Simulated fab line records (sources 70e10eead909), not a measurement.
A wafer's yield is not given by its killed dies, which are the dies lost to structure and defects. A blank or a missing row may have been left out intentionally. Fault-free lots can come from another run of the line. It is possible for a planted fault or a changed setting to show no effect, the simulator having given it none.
The tool behind it: which one?	flow nand-harc	6 lots with 18 wafers sampled at 5 steps, on a route of 1159 steps

== WHAT THE GAUGES READ, wafer by wafer ==
NHARC_END_SORT_01.
lot	measured	on	killed-at-other
L521	day 20 16:59	prober-01	0 0 1
L522	day 20 09:11	prober-01	0 1 0
L526	day 21 16:07	prober-01	1 0 647
L537	day 23 12:42	prober-02	6 1 2
L542	day 24 11:25	prober-02	1 0 0
L541	day 24 19:11	prober-01	0 0 1

== WHAT TOOL EACH LOT RAN ON (gives the tool, then ch and the chambers of the sampled wafers, and finally the start) ==
lot	NHARC_THIN_TSV_ETCHBACK_48	NHARC_THIN_TSV_PVD_51	NHARC_THIN_TSV_CMP_21	NHARC_THIN_TSV_DESCUM_35
L521	rie-diel-05 ch 2,3, day 19 11:31	pvd-sputter-03, day 19 12:21	cmp-01 ch 0,2, day 19 13:43	rie-diel-12 ch 1,2,3, day 19 15:32
L522	rie-diel-05 ch 1,2,3, day 19 13:47	pvd-sputter-02, day 19 14:39	cmp-01 ch 1,2,3, day 19 15:58	rie-diel-03 ch 1,3, day 19 17:41
L526	rie-diel-12 ch 1,2,3, day 20 20:08	pvd-sputter-03, day 20 20:54	cmp-03 ch 0,2,3, day 20 22:11	rie-diel-12 ch 0,1,2, day 20 23:50
L537	rie-diel-03 ch 0,2, day 22 21:04	pvd-sputter-01, day 22 21:50	cmp-03 ch 2,3, day 22 23:08	rie-diel-05 ch 1,2,3, day 23 00:55
L542	rie-diel-12 ch 0,1,3, day 23 21:36	pvd-sputter-02, day 23 22:23	cmp-01 ch 1,3, day 23 23:41	rie-diel-12 ch 0,1,3, day 24 01:18
L541	rie-diel-05 ch 0,2, day 24 00:31	pvd-sputter-03, day 24 01:23	cmp-03 ch 1,2,3, day 24 02:38	rie-diel-05 ch 0,1,2, day 24 04:26
- NHARC_THIN_TSV_ETCHBACK_48: etches the open film in C4F8/Ar, target depth 1028.5 nm, time 405.17 s.
- NHARC_THIN_TSV_PVD_51: deposits Cu, target thk 100 nm.
- NHARC_THIN_TSV_CMP_21: polishes, t overpolish 30 s, target thk 2000 nm.
- NHARC_THIN_TSV_DESCUM_35: chemistry O2, time 3 s.

== THE ANSWER, worked out from the rows above alone ==
Rule: the usual values come from the lots themselves. The widest of any qualifying gaps counts: lots, ordered by their means at a reading, are off when they make up no more than a third of the lots, leave a main group of 4 or more, and stand apart from it by 3 or more times the standard deviation of that group's means. A main group is skipped when, at the precision printed for the reading in the tables above, its means are all equal. A lot without any number at a reading at which 4 lots or more have one is off too. Any other lot the step has rows for is counted as sound.
Off: L526 (NHARC_END_SORT_01, killed-at-other). For the main group the mean is 0.9 and the standard deviation 1.1.
If a tool, at a process step before that reading, ran all the lots that are off and no sound lot after the first of them, it fits. Gauges at NHARC_END_SORT_01: tried the same way as those tools. Of those tried, none fits.

== WHAT THE SIMULATOR PUT IN ==
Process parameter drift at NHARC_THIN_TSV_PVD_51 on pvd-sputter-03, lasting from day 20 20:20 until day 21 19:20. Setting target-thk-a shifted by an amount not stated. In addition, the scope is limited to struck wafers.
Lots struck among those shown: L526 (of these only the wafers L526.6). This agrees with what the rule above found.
